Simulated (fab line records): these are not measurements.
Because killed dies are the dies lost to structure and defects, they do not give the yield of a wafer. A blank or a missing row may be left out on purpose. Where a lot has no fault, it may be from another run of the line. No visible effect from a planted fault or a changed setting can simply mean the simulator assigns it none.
Chamber matching / flow n5Finfet / 4 sister chambers for N5_SD_EPI_N_ETCH_16 on rieDiel-03
The step etches SiO2 in CHF3/O2, target depth 5 nm. 22 wafers are shown with their chamber, then 11 later ones without.

== EACH WAFER AND ITS CHAMBER ==
wafer=L074.1; chamber=0; drypumpMotorCurrentA (A)=5.8; showerheadPlenumPTorr (Torr)=2.39; throttleValvePct (%)=19.10
wafer=L074.2; chamber=1; drypumpMotorCurrentA (A)=6.3; showerheadPlenumPTorr (Torr)=2.50; throttleValvePct (%)=19.20
wafer=L074.3; chamber=2; drypumpMotorCurrentA (A)=4.8; showerheadPlenumPTorr (Torr)=2.39; throttleValvePct (%)=19.13
wafer=L078.2; chamber=0; drypumpMotorCurrentA (A)=5.7; showerheadPlenumPTorr (Torr)=2.39; throttleValvePct (%)=19.10
wafer=L078.3; chamber=3; drypumpMotorCurrentA (A)=6.1; showerheadPlenumPTorr (Torr)=2.46; throttleValvePct (%)=18.75
wafer=L078.4; chamber=2; drypumpMotorCurrentA (A)=4.7; showerheadPlenumPTorr (Torr)=2.39; throttleValvePct (%)=19.12
wafer=L086.1; chamber=2; drypumpMotorCurrentA (A)=4.8; showerheadPlenumPTorr (Torr)=2.38; throttleValvePct (%)=19.19
wafer=L086.2; chamber=3; drypumpMotorCurrentA (A)=6.1; showerheadPlenumPTorr (Torr)=2.45; throttleValvePct (%)=18.77
wafer=L086.4; chamber=3; drypumpMotorCurrentA (A)=6.1; showerheadPlenumPTorr (Torr)=2.45; throttleValvePct (%)=18.80
wafer=L087.1; chamber=0; drypumpMotorCurrentA (A)=5.8; showerheadPlenumPTorr (Torr)=2.38; throttleValvePct (%)=19.14
wafer=L087.3; chamber=3; drypumpMotorCurrentA (A)=6.1; showerheadPlenumPTorr (Torr)=2.44; throttleValvePct (%)=18.79
wafer=L087.6; chamber=0; drypumpMotorCurrentA (A)=5.7; showerheadPlenumPTorr (Torr)=2.38; throttleValvePct (%)=19.15
wafer=L088.1; chamber=2; drypumpMotorCurrentA (A)=4.8; showerheadPlenumPTorr (Torr)=2.38; throttleValvePct (%)=19.19
wafer=L088.2; chamber=3; drypumpMotorCurrentA (A)=6.1; showerheadPlenumPTorr (Torr)=2.44; throttleValvePct (%)=18.80
wafer=L088.4; chamber=3; drypumpMotorCurrentA (A)=6.1; showerheadPlenumPTorr (Torr)=2.44; throttleValvePct (%)=18.79
wafer=L089.1; chamber=2; drypumpMotorCurrentA (A)=4.8; showerheadPlenumPTorr (Torr)=2.38; throttleValvePct (%)=19.19
wafer=L089.2; chamber=0; drypumpMotorCurrentA (A)=5.7; showerheadPlenumPTorr (Torr)=2.38; throttleValvePct (%)=19.14
wafer=L089.4; chamber=0; drypumpMotorCurrentA (A)=5.7; showerheadPlenumPTorr (Torr)=2.38; throttleValvePct (%)=19.15
wafer=L091.1; chamber=1; drypumpMotorCurrentA (A)=6.2; showerheadPlenumPTorr (Torr)=2.49; throttleValvePct (%)=18.87
wafer=L091.2; chamber=2; drypumpMotorCurrentA (A)=4.8; showerheadPlenumPTorr (Torr)=2.37; throttleValvePct (%)=19.19
wafer=L091.3; chamber=3; drypumpMotorCurrentA (A)=6.1; showerheadPlenumPTorr (Torr)=2.44; throttleValvePct (%)=18.82
wafer=L091.4; chamber=3; drypumpMotorCurrentA (A)=6.1; showerheadPlenumPTorr (Torr)=2.44; throttleValvePct (%)=18.81

SIGNATURES (averages over the wafers above)
reading=drypumpMotorCurrentA; chamber 0=5.733; chamber 1=6.250; chamber 2=4.783; chamber 3=6.100; scatter within a chamber=0.0385
reading=showerheadPlenumPTorr; chamber 0=2.3833; chamber 1=2.4950; chamber 2=2.3817; chamber 3=2.4450; scatter within a chamber=0.00694
reading=throttleValvePct; chamber 0=19.1300; chamber 1=19.0350; chamber 2=19.1683; chamber 3=18.7912; scatter within a chamber=0.0607
Rule: for a wafer and a chamber, the distance is found by dividing, reading by reading, the gap between the wafer's reading and the chamber's mean by the reading's scatter, squaring, summing and taking the root. If the next closest chamber is less than 2 further off than the closest, the wafer can't be placed; otherwise it belongs to the closest. The scatter is the square root of a quotient: the sum, over the shown wafers, of each reading's squared deviation from its chamber's mean, divided by wafers minus chambers.

== WAFERS MISSING THEIR CHAMBER ==
wafer=L091.5; drypumpMotorCurrentA (A)=6.3; showerheadPlenumPTorr (Torr)=2.49; throttleValvePct (%)=18.87
wafer=L091.6; drypumpMotorCurrentA (A)=4.8; showerheadPlenumPTorr (Torr)=2.37; throttleValvePct (%)=19.20
wafer=L092.2; drypumpMotorCurrentA (A)=6.3; showerheadPlenumPTorr (Torr)=2.48; throttleValvePct (%)=18.88
wafer=L092.3; drypumpMotorCurrentA (A)=6.1; showerheadPlenumPTorr (Torr)=2.44; throttleValvePct (%)=18.81
wafer=L092.4; drypumpMotorCurrentA (A)=6.2; showerheadPlenumPTorr (Torr)=2.48; throttleValvePct (%)=18.90
wafer=L096.3; drypumpMotorCurrentA (A)=6.1; showerheadPlenumPTorr (Torr)=2.44; throttleValvePct (%)=18.81
wafer=L096.5; drypumpMotorCurrentA (A)=5.8; showerheadPlenumPTorr (Torr)=2.38; throttleValvePct (%)=18.73
wafer=L096.6; drypumpMotorCurrentA (A)=6.1; showerheadPlenumPTorr (Torr)=2.43; throttleValvePct (%)=18.83
wafer=L097.1; drypumpMotorCurrentA (A)=6.1; showerheadPlenumPTorr (Torr)=2.43; throttleValvePct (%)=18.84
wafer=L097.3; drypumpMotorCurrentA (A)=5.7; showerheadPlenumPTorr (Torr)=2.38; throttleValvePct (%)=18.73
wafer=L097.5; drypumpMotorCurrentA (A)=5.8; showerheadPlenumPTorr (Torr)=2.38; throttleValvePct (%)=18.74

== WHICH CHAMBER EACH ONE RAN IN ==
wafer=L091.5; from the rows above=1; in truth=1
wafer=L091.6; from the rows above=2; in truth=2
wafer=L092.2; from the rows above=1; in truth=1
wafer=L092.3; from the rows above=3; in truth=3
wafer=L092.4; from the rows above=1; in truth=1
wafer=L096.3; from the rows above=3; in truth=3
wafer=L096.5; from the rows above=0; in truth=0
wafer=L096.6; from the rows above=3; in truth=3
wafer=L097.1; from the rows above=3; in truth=3
wafer=L097.3; from the rows above=0; in truth=0
wafer=L097.5; from the rows above=0; in truth=0
11 of 11 placed correctly. Not placeable from these rows: 0. Placed wrongly: 0.
